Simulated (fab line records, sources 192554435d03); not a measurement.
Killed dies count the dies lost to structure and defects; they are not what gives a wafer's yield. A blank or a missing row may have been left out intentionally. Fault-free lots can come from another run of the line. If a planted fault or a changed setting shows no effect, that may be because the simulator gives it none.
A lot that was struck, set against a sound lot + flow n5-finfet + 37 out of 1938 route steps
Sound: these wafers, L552.2, L552.3, L552.6. Struck: wafer L559.1. (L559.3, L559.5 of the same lot were not struck and are left out.) The cause comes at the end.
Each step with rows lists, per side, the tool, then ch with its chambers, then its first start. Under that, the readings that differ: sound wafers + struck wafers + difference of the means + sigmas: that difference in standard deviations of wafers without a fault.
alike: readings with means less than 2 such deviations apart, plus words and numbers identical on both sides. not compared: withheld readings, readings lacking a value on some wafer, bounds such as >300 that could conceal the same value, and numbers that have no deviation in the record and whose values overlap.
The two part at a step that has a row with sigmas, a row that says differs or no value, or rows on one side only. When numbers do not overlap yet have no deviation, they are printed without sigmas and do not part them. A reading that every wafer of one side lacks parts them only if that side has two wafers or more.

first, 9 steps without rows for these wafers: N5_BEOL_M10_PEB_26 (peb time 60 s); N5_BEOL_M10_DEVELOP_27 (develop time 30 s); N5_BEOL_M10_DESCUM_33 (chemistry O2, time 7.9 s); N5_BEOL_M10_ETCH_65 (etches SiARC in CF4, target depth 39 nm, time 65 s); N5_BEOL_M10_ETCH_66 (etches SOC in N2/H2, target depth 120 nm, overetch 24 nm, time 180 s); N5_BEOL_M10_STRIP_69 (strips in N2/H2); N5_BEOL_M10_VIA_ETCH_34 (etches SiCOH lowk in C4F6/O2, target depth 184.5 nm, time 69.2 s); N5_BEOL_M10_STRIP_73 (strips in C4F6/O2); N5_BEOL_M10_STRIP_36 (strips in N2/H2).
N5_BEOL_M10_TRENCH_ETCH_37: etches SiCOH lowk in C4F6/O2, target depth 148.83 nm, time 48 s.
  sound on rie-diel-04 ch 0,1,2, day 12 12:06; struck on rie-diel-04 ch 3, day 14 22:15
| reading                              | sound             | struck | difference | sigmas |
|--------------------------------------|-------------------|--------|------------|--------|
| run-length-s (s)                     | 71.1 71.6 71.4    | 68.0   | -3.4       | -9     |
| model.BEOL_M10.feature-depth-nm (nm) | 144.8 145.6 147.8 | 136.4  | -9.7       |        |
| model.etch.depth-nm (nm)             | 144.7 145.6 147.7 | 136.4  | -9.6       |        |
  alike: drypump-motor-current-A, oes-product-au, rf-vpp-V, showerhead-plenum-p-Torr, throttle-valve-pct
  not compared: rf-hours-counter-h
then, 2 steps without rows for these wafers: N5_BEOL_M10_ETCH_41 (etches SiCN in CH3F/O2, target depth 42.6 nm, time 86 s); N5_BEOL_M10_STRIP_77 (strips in N2/H2, time 10 s).
N5_BEOL_M10_OCD_MEAS_38:
  sound on ocd-02 at day 12 12:17; struck on ocd-02 at day 14 22:26
| reading              | sound             | struck | difference | sigmas |
|----------------------|-------------------|--------|------------|--------|
| trench-depth-nm (nm) | 144.1 145.6 148.1 | 136.4  | -9.5       | -4     |
then, 13 steps without rows for these wafers: N5_BEOL_M10_HM_STRIP_39 (strips TiN in peroxide tin strip, target depth 25 nm, time 158 s); N5_BEOL_M10_SRD_40 (time 30 s); N5_BEOL_M10_PRECLEAN_42 (cleans in residue remover, time 60 s); N5_BEOL_M10_SRD_43 (time 30 s); N5_BEOL_M10_CURE_72 (cures SiCOH lowk, time 120 s); N5_BEOL_M10_DEGAS_44 (time 60 s); N5_BEOL_M10_PRE_CLEAN_45 (time 30 s); N5_BEOL_M10_ALD_74 (deposits TaN, target thk 2 nm, pulse time 2 s, purge time 3 s); N5_BEOL_M10_SURFACE_TREAT_76; N5_BEOL_M10_CVD_75 (deposits Co from CCTBA/H2, target thk 2 nm, time 138.9 s); N5_BEOL_M10_SPUTTER_48 (material Cu, target thk 12 nm, time 2 s); N5_BEOL_M10_ECD_50 (material Cu, target thk 318 nm); N5_BEOL_M10_ANNEAL_51 (time 90 s).
N5_BEOL_M10_CMP_52: polishes, stops on SiCOH lowk, t overpolish 7 s, target thk 140 nm.
  sound on cmp-01 ch 0,2, day 12 15:11; struck on cmp-04 ch 3, day 15 00:23
| reading                                 | sound           | struck | difference | sigmas |
|-----------------------------------------|-----------------|--------|------------|--------|
| model.Cu_of_BEOL_M10_ECD_50.thk-nm (nm) | 137 137.2 138.8 | 126.2  | -11.5      |        |
  alike: barrier-field-endpoint-s, motor-current-A, overpolish-run-s, time-to-endpoint-s
N5_BEOL_M10_THK_MEAS_53: measures by xrf.
  sound on film-metro-02 at day 12 15:29; struck on film-metro-02 at day 15 00:38
| reading      | sound             | struck | difference | sigmas |
|--------------|-------------------|--------|------------|--------|
| M10_THK (nm) | 135.9 136.5 138.2 | 125.0  | -11.9      | -4     |
then, 2 steps without rows for these wafers: N5_BEOL_M10_PRE_CLEAN_55 (time 15 s); N5_BEOL_M10_DEP_56 (deposits SiCN from 3MS/NH3, target thk 15 nm, time 26.5 s).
N5_BEOL_M10_RS_MEAS_57: uses a four-point probe to measure.
  sound on film-metro-02 at day 12 15:37; struck on film-metro-02 at day 15 00:46
| reading         | sound             | struck | difference | sigmas |
|-----------------|-------------------|--------|------------|--------|
| M10_RS (ohm/sq) | 0.155 0.154 0.152 | 0.169  | +0.015     | +4     |
then, 5 steps without rows for these wafers: N5_BEOL_M11_ILD_DEP_00 (deposits SiCOH lowk from DEMS/porogen, target thk 308.51 nm, time 58 s); N5_BEOL_M11_CURE_71 (cures SiCOH lowk, time 240 s); N5_BEOL_M11_PECVD_70 (deposits SiO2 from TEOS/O2, target thk 20 nm, time 22.7 s); N5_BEOL_M11_HM_DEP_02 (deposits TiN, target thk 20 nm); N5_BEOL_M11_COAT_59 (time 60 s, resist thk 100 nm).
N5_BEOL_M15_RC_MEAS_101:
  sound on prober-02 ch 0, day 13 21:47; struck on prober-01 ch 0, day 16 06:39
| reading                    | sound          | struck | difference | sigmas |
|----------------------------|----------------|--------|------------|--------|
| SERP_M10 (ohm/um)          | 3.13 3.11 3.07 | 3.35   | +0.25      | +3     |
| SERP_M10_max_site (ohm/um) | 3.19 3.16 3.11 | 3.42   | +0.27      | +3     |
| SERP_M6 (ohm/um)           | 13.7 13.4 12.7 | 14.6   | +1.3       | +2     |
  alike: COMB_M10, COMB_M11, COMB_M12, COMB_M13, COMB_M14, COMB_M14_max_site, COMB_M15, COMB_M5, COMB_M6, COMB_M7, COMB_M8, COMB_M9, SERP_M11, SERP_M11_max_site, SERP_M12, SERP_M13, SERP_M14, SERP_M5, SERP_M7, SERP_M8, SERP_M8_max_site, SERP_M9

== WHERE THEY PART ==
First at N5_BEOL_M10_TRENCH_ETCH_37; last, within this record, at N5_BEOL_M15_RC_MEAS_101.

WHY: the cause the simulator had injected
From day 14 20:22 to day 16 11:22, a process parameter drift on rie-diel-04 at N5_BEOL_M10_TRENCH_ETCH_37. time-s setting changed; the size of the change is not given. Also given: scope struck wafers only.
